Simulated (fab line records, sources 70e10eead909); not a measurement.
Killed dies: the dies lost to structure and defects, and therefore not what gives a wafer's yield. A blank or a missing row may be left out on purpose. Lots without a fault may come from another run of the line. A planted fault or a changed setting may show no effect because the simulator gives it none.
Check of tool commonality || flow nandHarc || Lots sampled 13, wafers sampled 39

== WHY THIS WAS OPENED ==
At NHARC_END_SORT_01 the reading killedAtArray is flagged on 3 of 13 lots. No-fault wafers: 54, standard deviation 18.
Rule: a lot is flagged when every wafer of it that has a number lies more than 4 standard deviations from that mean, or none has a number. The rest of the lots are taken to be sound.

{"lot": "L702", "measured": "day 25 06:27", "on": "prober-01", "killedAtArray, wafer by wafer": "27 24 26", "flag": ""}
{"lot": "L704", "measured": "day 25 08:48", "on": "prober-02", "killedAtArray, wafer by wafer": "51 65 67", "flag": ""}
{"lot": "L705", "measured": "day 26 01:59", "on": "prober-01", "killedAtArray, wafer by wafer": "72 83 70", "flag": ""}
{"lot": "L710", "measured": "day 28 17:14", "on": "prober-02", "killedAtArray, wafer by wafer": "63 53 50", "flag": ""}
{"lot": "L706", "measured": "day 29 00:13", "on": "prober-02", "killedAtArray, wafer by wafer": "44 55 52", "flag": ""}
{"lot": "L712", "measured": "day 29 14:12", "on": "prober-01", "killedAtArray, wafer by wafer": "54 69 44", "flag": ""}
{"lot": "L708", "measured": "day 29 19:08", "on": "prober-02", "killedAtArray, wafer by wafer": "49 61 66", "flag": ""}
{"lot": "L713", "measured": "day 30 18:10", "on": "prober-01", "killedAtArray, wafer by wafer": "49 49 62", "flag": ""}
{"lot": "L715", "measured": "day 31 08:12", "on": "prober-02", "killedAtArray, wafer by wafer": "48 43 46", "flag": ""}
{"lot": "L716", "measured": "day 31 09:53", "on": "prober-01", "killedAtArray, wafer by wafer": "676 675 677", "flag": "FLAGGED"}
{"lot": "L718", "measured": "day 31 16:09", "on": "prober-01", "killedAtArray, wafer by wafer": "668 672 671", "flag": "FLAGGED"}
{"lot": "L717", "measured": "day 31 18:24", "on": "prober-02", "killedAtArray, wafer by wafer": "674 673 673", "flag": "FLAGGED"}
{"lot": "L725", "measured": "day 36 00:13", "on": "prober-02", "killedAtArray, wafer by wafer": "20 19 34", "flag": ""}
The mean of the flagged lots' numbers is 673, +619 from the usual (+34 standard deviations).

== TOOL THAT RAN EACH LOT ==
4 process steps preceding the reading are held in the record, out of 1302 steps in the route. Cell contents, in order: the tool; ch with the chambers the sampled wafers went through; the start.
{"lot": "L702", "flag": "", "NHARC_A_CONTACT_ETCH_116": "harCapEtch-02 ch 1, day 22 03:34", "NHARC_A_CONTACT_ETCH_119": "harCapEtch-02 ch 1, day 22 04:05", "NHARC_A_CONTACT_STRIP_55": "rieDiel-04 ch 0,1, day 22 06:25", "NHARC_A_CONTACT_DEP_57": "aclDep-03 ch 0, day 22 08:10"}
{"lot": "L704", "flag": "", "NHARC_A_CONTACT_ETCH_116": "harCapEtch-02 ch 0, day 22 09:42", "NHARC_A_CONTACT_ETCH_119": "harCapEtch-02 ch 0, day 22 10:23", "NHARC_A_CONTACT_STRIP_55": "rieDiel-04 ch 1,3, day 22 13:02", "NHARC_A_CONTACT_DEP_57": "aclDep-02 ch 0, day 22 15:49"}
{"lot": "L705", "flag": "", "NHARC_A_CONTACT_ETCH_116": "harCapEtch-03 ch 0,1, day 23 07:10", "NHARC_A_CONTACT_ETCH_119": "harCapEtch-03 ch 0,1, day 23 07:40", "NHARC_A_CONTACT_STRIP_55": "rieDiel-01 ch 0,1,3, day 23 10:01", "NHARC_A_CONTACT_DEP_57": "aclDep-03 ch 0, day 23 10:31"}
{"lot": "L710", "flag": "", "NHARC_A_CONTACT_ETCH_116": "harCapEtch-03 ch 0,1, day 25 12:03", "NHARC_A_CONTACT_ETCH_119": "harCapEtch-03 ch 0,1, day 25 12:34", "NHARC_A_CONTACT_STRIP_55": "rieDiel-04 ch 1,2,3, day 25 14:51", "NHARC_A_CONTACT_DEP_57": "aclDep-01 ch 0, day 25 17:13"}
{"lot": "L706", "flag": "", "NHARC_A_CONTACT_ETCH_116": "harCapEtch-01 ch 0, day 25 19:56", "NHARC_A_CONTACT_ETCH_119": "harCapEtch-01 ch 0, day 25 20:27", "NHARC_A_CONTACT_STRIP_55": "rieDiel-01 ch 2,3, day 25 22:45", "NHARC_A_CONTACT_DEP_57": "aclDep-02 ch 0, day 26 03:04"}
{"lot": "L712", "flag": "", "NHARC_A_CONTACT_ETCH_116": "harCapEtch-02 ch 0,1, day 26 04:02", "NHARC_A_CONTACT_ETCH_119": "harCapEtch-02 ch 0,1, day 26 04:32", "NHARC_A_CONTACT_STRIP_55": "rieDiel-04 ch 0,1,2, day 26 06:46", "NHARC_A_CONTACT_DEP_57": "aclDep-03 ch 0, day 26 16:59"}
{"lot": "L708", "flag": "", "NHARC_A_CONTACT_ETCH_116": "harCapEtch-02 ch 0,1, day 26 11:25", "NHARC_A_CONTACT_ETCH_119": "harCapEtch-02 ch 0,1, day 26 11:56", "NHARC_A_CONTACT_STRIP_55": "rieDiel-04 ch 0,2, day 26 14:38", "NHARC_A_CONTACT_DEP_57": "aclDep-03 ch 0, day 26 22:07"}
{"lot": "L713", "flag": "", "NHARC_A_CONTACT_ETCH_116": "harCapEtch-01 ch 0,1, day 27 07:58", "NHARC_A_CONTACT_ETCH_119": "harCapEtch-01 ch 0,1, day 27 08:29", "NHARC_A_CONTACT_STRIP_55": "rieDiel-10 ch 0,1,3, day 27 10:44", "NHARC_A_CONTACT_DEP_57": "aclDep-02 ch 0, day 27 17:39"}
{"lot": "L715", "flag": "", "NHARC_A_CONTACT_ETCH_116": "harCapEtch-02 ch 0,1, day 27 17:50", "NHARC_A_CONTACT_ETCH_119": "harCapEtch-02 ch 0,1, day 27 18:22", "NHARC_A_CONTACT_STRIP_55": "rieDiel-01 ch 1,3, day 27 20:41", "NHARC_A_CONTACT_DEP_57": "aclDep-02 ch 0, day 28 05:33"}
{"lot": "L716", "flag": "FLAGGED", "NHARC_A_CONTACT_ETCH_116": "harCapEtch-01 ch 0,1, day 27 18:03", "NHARC_A_CONTACT_ETCH_119": "harCapEtch-01 ch 0,1, day 27 18:34", "NHARC_A_CONTACT_STRIP_55": "rieDiel-01 ch 1,2,3, day 27 20:56", "NHARC_A_CONTACT_DEP_57": "aclDep-03 ch 0, day 28 06:41"}
{"lot": "L718", "flag": "FLAGGED", "NHARC_A_CONTACT_ETCH_116": "harCapEtch-01 ch 0,1, day 28 03:44", "NHARC_A_CONTACT_ETCH_119": "harCapEtch-01 ch 0,1, day 28 04:16", "NHARC_A_CONTACT_STRIP_55": "rieDiel-01 ch 0,2, day 28 06:29", "NHARC_A_CONTACT_DEP_57": "aclDep-01 ch 0, day 28 13:59"}
{"lot": "L717", "flag": "FLAGGED", "NHARC_A_CONTACT_ETCH_116": "harCapEtch-03 ch 0,1, day 27 22:57", "NHARC_A_CONTACT_ETCH_119": "harCapEtch-03 ch 0,1, day 27 23:28", "NHARC_A_CONTACT_STRIP_55": "rieDiel-01 ch 2,3, day 28 02:31", "NHARC_A_CONTACT_DEP_57": "aclDep-02 ch 0, day 28 12:20"}
{"lot": "L725", "flag": "", "NHARC_A_CONTACT_ETCH_116": "harCapEtch-03 ch 0,1, day 32 15:38", "NHARC_A_CONTACT_ETCH_119": "harCapEtch-03 ch 0,1, day 32 16:08", "NHARC_A_CONTACT_STRIP_55": "rieDiel-10 ch 1,2,3, day 32 18:23", "NHARC_A_CONTACT_DEP_57": "aclDep-01 ch 0, day 32 20:14"}
These steps, and what they do:
- NHARC_A_CONTACT_ETCH_116: etches the open film in C4F8/O2/Ar, time 190 s, target depth 1850 nm.
- NHARC_A_CONTACT_ETCH_119: etches the open film in C4F8/O2/Ar, time 190 s, target depth 1850 nm.
- NHARC_A_CONTACT_STRIP_55: strips in O2.
- NHARC_A_CONTACT_DEP_57: deposits aC, target thk 5300 nm.
- NHARC_END_SORT_01

== FLAGGED AGAINST TOTAL, ONE TOOL AT A TIME (gauges that did the reading follow at the end) ==
{"step": "NHARC_A_CONTACT_ETCH_116", "tool": "harCapEtch-01", "lots run": 4, "flagged": 2, "share of the flagged lots": "some", "sound lots run after its first flagged lot": 0}
{"step": "NHARC_A_CONTACT_ETCH_116", "tool": "harCapEtch-02", "lots run": 5, "flagged": 0, "share of the flagged lots": "none", "sound lots run after its first flagged lot": "-"}
{"step": "NHARC_A_CONTACT_ETCH_116", "tool": "harCapEtch-03", "lots run": 4, "flagged": 1, "share of the flagged lots": "some", "sound lots run after its first flagged lot": "1 (L725)"}
{"step": "NHARC_A_CONTACT_ETCH_119", "tool": "harCapEtch-01", "lots run": 4, "flagged": 2, "share of the flagged lots": "some", "sound lots run after its first flagged lot": 0}
{"step": "NHARC_A_CONTACT_ETCH_119", "tool": "harCapEtch-02", "lots run": 5, "flagged": 0, "share of the flagged lots": "none", "sound lots run after its first flagged lot": "-"}
{"step": "NHARC_A_CONTACT_ETCH_119", "tool": "harCapEtch-03", "lots run": 4, "flagged": 1, "share of the flagged lots": "some", "sound lots run after its first flagged lot": "1 (L725)"}
{"step": "NHARC_A_CONTACT_STRIP_55", "tool": "rieDiel-01", "lots run": 6, "flagged": 3, "share of the flagged lots": "all", "sound lots run after its first flagged lot": 0}
{"step": "NHARC_A_CONTACT_STRIP_55", "tool": "rieDiel-04", "lots run": 5, "flagged": 0, "share of the flagged lots": "none", "sound lots run after its first flagged lot": "-"}
{"step": "NHARC_A_CONTACT_STRIP_55", "tool": "rieDiel-10", "lots run": 2, "flagged": 0, "share of the flagged lots": "none", "sound lots run after its first flagged lot": "-"}
{"step": "NHARC_A_CONTACT_DEP_57", "tool": "aclDep-01", "lots run": 3, "flagged": 1, "share of the flagged lots": "some", "sound lots run after its first flagged lot": "1 (L725)"}
{"step": "NHARC_A_CONTACT_DEP_57", "tool": "aclDep-02", "lots run": 5, "flagged": 1, "share of the flagged lots": "some", "sound lots run after its first flagged lot": 0}
{"step": "NHARC_A_CONTACT_DEP_57", "tool": "aclDep-03", "lots run": 5, "flagged": 1, "share of the flagged lots": "some", "sound lots run after its first flagged lot": 0}
{"step": "NHARC_END_SORT_01", "tool": "prober-01", "lots run": 6, "flagged": 2, "share of the flagged lots": "some", "sound lots run after its first flagged lot": 0}
{"step": "NHARC_END_SORT_01", "tool": "prober-02", "lots run": 7, "flagged": 1, "share of the flagged lots": "some", "sound lots run after its first flagged lot": "1 (L725)"}

== THE TABLE: WHAT IT ALLOWS ==
1 row of the table ran every flagged lot: rieDiel-01 at NHARC_A_CONTACT_STRIP_55.
- rieDiel-01 at NHARC_A_CONTACT_STRIP_55: 3 of its 6 lots flagged. Last sound lot L715 at day 27 20:41, first flagged lot L716 at day 27 20:56; a fault beginning in between fits. On the flagged lots its readings are blank where sound lots have values: chamberPressureMTorr, drypumpMotorCurrentA, oesProductAu, rfVppV and 2 more.
Left over: one tool, rieDiel-01 at NHARC_A_CONTACT_STRIP_55.

== WHAT HAD BEEN PUT IN BY THE SIMULATOR ==
Entire step skipped (rieDiel-01, NHARC_A_CONTACT_STRIP_55), from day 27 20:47 onward. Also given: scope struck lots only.
Shown lots that were struck: L716, L718, L717. The rule given above showed the same thing.
